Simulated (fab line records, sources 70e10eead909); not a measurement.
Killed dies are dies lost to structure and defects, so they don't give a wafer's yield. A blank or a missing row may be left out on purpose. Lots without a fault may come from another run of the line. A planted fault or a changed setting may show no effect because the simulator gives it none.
Chamber matching | flow nand_harc | NHARC_A_CHANNEL_FILL_D1_CMP_10 on cmp-01: 4 sister chambers
The step polishes, target thk 150 nm. 4 wafers are shown with their chamber, then 8 later ones without.

WAFERS WITH THEIR CHAMBER
wafer  | chamber | motor_current_A (A)
L085.3 | 1       | 12.3
L086.1 | 2       | 11.8
L086.3 | 0       | 10.2
L089.1 | 3       | 14.8

WAFERS WITHOUT THEIR CHAMBER
wafer  | motor_current_A (A)
L089.2 | 10.8
L089.6 | 11.9
L091.2 | 12.4
L091.3 | 11.1
L091.6 | 10.8
L096.3 | 11.9
L096.5 | 14.0
L096.6 | 11.3

WHICH CHAMBER EACH WENT THROUGH
wafer  | from the rows above          | in truth
L089.2 | can't be placed: 0 or 2 or 1 | 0
L089.6 | can't be placed: 2 or 1      | 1
L091.2 | can't be placed: 1 or 2      | 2
L091.3 | can't be placed: 2 or 0 or 1 | 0
L091.6 | can't be placed: 0 or 2 or 1 | 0
L096.3 | can't be placed: 2 or 1      | 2
L096.5 | can't be placed: 3 or 1      | 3
L096.6 | can't be placed: 2 or 1 or 0 | 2
Placed correctly: 0 of 8. Can't be placed from these rows: 8 (the true chamber is among the candidates in 8). Placed wrongly: 0.
How it was worked out, from the rows above alone: a wafer's distance from a chamber is the root of the sum, over the readings, of the square of ((its reading less the chamber's mean) divided by the reading's scatter). The wafer belongs to the nearest chamber; if the next one is less than 2 further off, it can't be placed. A chamber's mean is the mean of its shown wafers. The scatter: with one shown wafer a chamber, the root of the mean of the squares of how far each hidden wafer lies from its nearest shown one.
